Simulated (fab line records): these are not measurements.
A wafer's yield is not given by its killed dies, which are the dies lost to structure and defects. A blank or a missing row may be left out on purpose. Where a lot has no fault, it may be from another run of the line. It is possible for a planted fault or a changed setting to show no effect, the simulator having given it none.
A lot that was struck, set against a sound lot | flow nand-harc | 40 out of 1302 route steps
Sound: these wafers, L781.2, L781.3, L781.5. Wafers L780.1, L780.3, L780.6 were the ones struck. At the end, the cause is stated.
Order at every step that has rows: each side's tool, ch and its chambers, its first start. Under that, the readings that differ: sound wafers | struck wafers | difference of the means | sigmas: that difference in standard deviations of wafers without a fault.
alike: readings whose means differ by less than 2 such deviations, and words and numbers that are the same on both sides. not compared: withheld readings, readings that some wafer has no value for, bounds like >300 that may hide the same value, and numbers for which the record gives no deviation and whose values overlap.
A row with sigmas, a row that says differs or no value, or rows on one side alone: a step with any of these is where the two part. Non-overlapping numbers with no deviation appear without sigmas and do not part them. Lack of a reading on every wafer of one side parts them only where that side has two or more wafers.

first, 6 steps without rows for these wafers: NHARC_A_SGD_CUT_STRIP_17 (strips in O2); NHARC_A_SGD_CUT_PRECLEAN_18 (cleans in SC1); NHARC_A_SGD_CUT_SRD_19; NHARC_A_SGD_CUT_DEP_20 (deposits SiO2, target thk 150 nm); NHARC_A_SGD_CUT_ANNEAL_27 (time 1800 s); NHARC_A_SGD_CUT_CMP_21 (polishes, target thk 148.19 nm).
NHARC_A_SGD_CUT_THK_MEAS_22: measures by ellipsometry.
  struck on film-metro-02, day 25 11:26; sound on film-metro-01, day 25 05:11
  alike: thk-nm
then, 3 steps without rows for these wafers: NHARC_A_SGD_CUT_SRD_23; NHARC_A_SGD_CUT_ETCH_26 (etches SiO2 in dHF, target depth 45.8 nm); NHARC_A_SGD_CUT_ETCHBACK_24 (etches the open film in CH3F/O2, target depth 50 nm, time 92.857 s).
NHARC_A_SGD_CUT_STRIP_28: strips in O2, time 20 s.
  sound: rie-diel-07 ch 2,3; struck: rie-diel-07 ch 1,2,3
  alike: chamber-pressure-mTorr, drypump-motor-current-A, oes-product-au, rf-vpp-V, showerhead-plenum-p-Torr, throttle-valve-pct
  not compared: rf-hours-counter-h
NHARC_A_SGD_CUT_INSPECT_25:
  struck on defect-inspect-02, day 25 11:55; sound on defect-inspect-01, day 25 05:38
  alike: raw-defect-count
NHARC_A_SLIT_DEP_25: deposits SiO2, target thk 200 nm.
  sound on pecvd-02 ch 0,1,2, day 25 05:42; struck on pecvd-01 ch 0,1,2, day 25 11:59
  alike: heater-power-w, throttle-valve-pct
then, 10 steps without rows for these wafers: NHARC_A_SLIT_DEP_00 (deposits aC, target thk 6200 nm); NHARC_A_SLIT_DEP_23 (deposits SiON, target thk 100 nm); NHARC_A_SLIT_DEHYDRATE_01 (time 120 s); NHARC_A_SLIT_HMDS_02 (time 30 s); NHARC_A_SLIT_COAT_03 (resist thk 90 nm); NHARC_A_SLIT_SOFTBAKE_04 (time 55 s); NHARC_A_SLIT_EBR_05; NHARC_A_SLIT_EXPOSE_06 (exposes mask SLIT); NHARC_A_SLIT_PEB_07 (peb time 65 s); NHARC_A_SLIT_DEVELOP_08 (develop time 35 s).
NHARC_A_SLIT_CD_MEAS_09: target cd 300 nm.
  sound on cd-sem-03 ch 0, day 25 10:29; struck on cd-sem-03 ch 0, day 25 18:17
  alike: cd-nm
NHARC_A_SLIT_OVL_MEAS_10:
  struck on overlay-02, day 25 18:22; sound on overlay-02, day 25 10:35
  alike: overlay-x-nm, overlay-y-nm
then, 1 step without rows for these wafers: NHARC_A_SLIT_DESCUM_14 (chemistry O2, time 3 s).
NHARC_A_SLIT_ETCH_24: etches the open film in CF4/CHF3, target depth 121 nm, time 60.5 s.
  sound on rie-diel-08 ch 1,2, day 25 10:46; struck on rie-diel-08 ch 0,1,3, day 25 18:34
  alike: chamber-pressure-mTorr, drypump-motor-current-A, oes-product-au, rf-vpp-V, showerhead-plenum-p-Torr, throttle-valve-pct
  not compared: rf-hours-counter-h
NHARC_A_SLIT_ETCH_15: etches the open film in O2/COS, target depth 6200 nm, time 1612 s.
  sound: rie-diel-08 ch 0,2,3; struck: rie-diel-08 ch 1,2,3
  alike: chamber-pressure-mTorr, cos-flow-sccm, drypump-motor-current-A, oes-product-au, rf-vpp-V, showerhead-plenum-p-Torr, throttle-valve-pct
  not compared: rf-hours-counter-h
NHARC_A_SLIT_ETCH_17: etches the open film in C4F8/O2/Ar, time 4254.5 s, target depth 20300 nm.
  sound on har-etch-01 ch 0,1, day 25 11:56; struck on har-etch-02 ch 0, day 25 23:39
  alike: c4f8-flow-sccm, chamber-pressure-mTorr, drypump-motor-current-A, showerhead-plenum-p-Torr, throttle-valve-pct
  not compared: rf-hours-counter-h
NHARC_A_SLIT_ETCH_26: etches the open film in C4F8/O2/Ar, time 90 s, target depth 400 nm.
  sound on har-etch-01 ch 0,1, day 25 15:32; struck on har-etch-02 ch 0, day 26 02:46
  alike: bias-v, c4f8-flow-sccm, chamber-pressure-mTorr, drypump-motor-current-A, showerhead-plenum-p-Torr, throttle-valve-pct
  not compared: rf-hours-counter-h
then, 5 steps without rows for these wafers: NHARC_A_SLIT_STRIP_28 (strips in O2/COS); NHARC_A_SLIT_ETCH_29 (etches the open film in CF4/O2, target depth 100 nm, overetch 10 nm, time 55 s); NHARC_A_SLIT_STRIP_18 (strips in O2); NHARC_A_SLIT_PRECLEAN_19 (cleans in SC1); NHARC_A_SLIT_SRD_20.
NHARC_A_SLIT_CD_MEAS_21:
  struck on cd-sem-01, day 26 04:08; sound on cd-sem-02, day 25 16:58
  alike: cd-nm
then, 3 steps without rows for these wafers: NHARC_A_SIN_REMOVE_WET_00 (chemistry H3PO4, time 15300 s); NHARC_A_SIN_REMOVE_PRECLEAN_01 (cleans in SC1); NHARC_A_SIN_REMOVE_SRD_02.
-- record jumps: 4 days between struck wafers' starts before vs after; left off in module A_SIN_REMOVE, resumes in module END, first step shown is number 1302 of the route --
NHARC_END_SORT_01:
  at this point the record logs the struck wafers (prober-02 ch 0, day 30 15:50) and has no rows for the sound ones

## WHERE THEY PART
Only at NHARC_END_SORT_01, as far as this record shows.

WHY: whatever the simulator had introduced
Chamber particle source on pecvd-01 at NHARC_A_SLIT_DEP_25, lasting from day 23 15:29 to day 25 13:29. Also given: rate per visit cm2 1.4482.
